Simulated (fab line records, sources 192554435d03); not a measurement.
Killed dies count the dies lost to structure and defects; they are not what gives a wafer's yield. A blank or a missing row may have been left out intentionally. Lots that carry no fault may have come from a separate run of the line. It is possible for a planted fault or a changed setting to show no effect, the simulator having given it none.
A struck lot beside a sound one | flow n5 finfet | 38 steps out of a route of 1938
Sound: the wafers L616.4, L616.5, L616.6. Wafers struck: L612.2, L612.4. The cause is named last.
At each step with rows: each side's tool, then ch and its chambers, then its first start. Under that, the readings that differ: sound wafers | struck wafers | difference of the means | sigmas: that difference in standard deviations of wafers without a fault.
alike: readings with means less than 2 such deviations apart, plus words and numbers identical on both sides. not compared: withheld readings, readings lacking a value on some wafer, bounds such as >300 that could conceal the same value, and numbers that have no deviation in the record and whose values overlap.
The two part at a step that has a row with sigmas, a row that says differs or no value, or rows on one side only. Non-overlapping numbers with no deviation appear without sigmas and do not part them. A reading missing from all wafers of one side parts the sides only when that side holds two or more wafers.

first, 12 steps without rows for these wafers: N5_BEOL_M0_ALD_136 (deposits TaN, pulse time 2 s, purge time 3 s, co reactant purge time 2 s); N5_BEOL_M0_SURFACE_TREAT_137; N5_BEOL_M0_CVD_115 (deposits Co from CCTBA/H2, time 120 s); N5_BEOL_M0_SPUTTER_116 (material Cu, target thk 4 nm, time 7.37 s); N5_BEOL_M0_ANNEAL_117 (time 60 s); N5_BEOL_M0_SPUTTER_132 (material Cu, target thk 4 nm, time 7.37 s); N5_BEOL_M0_ANNEAL_133 (time 60 s); N5_BEOL_M0_SPUTTER_134 (material Cu, target thk 4 nm, time 7.37 s); N5_BEOL_M0_ANNEAL_135 (time 60 s); N5_BEOL_M0_SPUTTER_141 (material Cu, target thk 4 nm, time 7.37 s); N5_BEOL_M0_ECD_118 (material Cu, target thk 300 nm); N5_BEOL_M0_ANNEAL_119 (time 90 s).
N5_BEOL_M0_CMP_120: polishes, stops on SiOC, t overpolish 6.9 s.
  sound on cmp-04 ch 0,1,2, day 11 13:52; struck on cmp-02 ch 0,3, day 10 01:43
  reading                                           | sound          | struck    | difference | sigmas
  barrier field endpoint s (s)                      | 3.76 3.50 3.60 | 7.17 7.44 | +3.68      | +28
  time to endpoint s (s)                            | 61 58 60       | 81 80     | +21        | +6
  model.SiOC_of_BEOL_M0_SAQP_ILD_DEP_01.thk nm (nm) | 38.8 39.6 39.6 | 39.8 40.8 | +1.0       |
  alike: motor current A, overpolish run s
  not compared: pad life wafers
then, 4 steps without rows for these wafers: N5_BEOL_M0_PRE_CLEAN_131 (time 15 s); N5_BEOL_M0_CO_CAP_123 (material Co, precursor CCTBA/H2, target thk 2 nm, time 102.1 s); N5_BEOL_M0_PRE_CLEAN_124 (time 15 s); N5_BEOL_M0_DEP_125 (deposits SiCN from 3MS/NH3, target thk 8 nm, time 14 s).
N5_BEOL_M0_INSPECT_127: inspects for defects (darkfield).
  sound on defect inspect-01 at day 11 14:21; struck on defect inspect-01 at day 10 02:18
  reading          | sound    | struck    | difference | sigmas
  raw defect count | 56 81 67 | 3599 3628 | +3546      | +99 or more
then, 18 steps without rows for these wafers: N5_BEOL_M1_ILD_DEP_00 (deposits SiOC from DEMS/O2, target thk 79 nm, time 15.3 s); N5_BEOL_M1_PECVD_72 (deposits SiO2 from TEOS/O2, target thk 16 nm, time 18 s); N5_BEOL_M1_HM_DEP_02 (deposits TiN, target thk 20 nm); N5_BEOL_M1_COAT_61 (time 60 s, resist thk 60 nm); N5_BEOL_M1_COAT_62 (time 60 s, resist thk 12 nm); N5_BEOL_M1_COAT_73 (time 60 s, resist thk 5 nm); N5_BEOL_M1_COAT_05 (resist thk 30 nm); N5_BEOL_M1_EBR_07; N5_BEOL_M1_SOFTBAKE_06 (time 60 s); N5_BEOL_M1_EXPOSE_08 (exposes mask M1); N5_BEOL_M1_PEB_09 (peb time 60 s); N5_BEOL_M1_DEVELOP_10 (develop time 30 s); N5_BEOL_M1_DESCUM_16 (chemistry O2, time 7 s); N5_BEOL_M1_ETCH_74 (etches underlayer in N2/H2, target depth 6.5 nm, time 5.2 s); N5_BEOL_M1_ETCH_63 (etches SiARC in CF4, target depth 15.6 nm, time 26 s); N5_BEOL_M1_ETCH_64 (etches SOC in N2/H2, target depth 75 nm, overetch 15 nm, time 112.5 s); N5_BEOL_M1_STRIP_65 (strips in N2/H2); N5_BEOL_M1_STRIP_75 (strips in N2/H2).
N5_BEOL_M4_RC_MEAS_101:
  the record has rows for the sound wafers here (prober-02 ch 0, day 14 05:05) and none for the struck ones
-- here the record skips 7 days between the struck wafers' starts before and after, leaving off in module BEOL_M4 and picking up in module PASSIVATION (first step shown: number 1936 of the route) --
N5_PASSIVATION_PROBE_49:
  the record has rows for the struck wafers here (prober-01, day 17 02:55) and none for the sound ones

== WHERE THEY PART ==
Earliest at N5_BEOL_M0_CMP_120; latest, in this record, at N5_PASSIVATION_PROBE_49.

WHY: the cause the simulator had injected
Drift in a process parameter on cmp-02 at N5_BEOL_M0_CMP_120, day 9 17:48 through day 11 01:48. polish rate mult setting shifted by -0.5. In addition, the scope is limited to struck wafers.
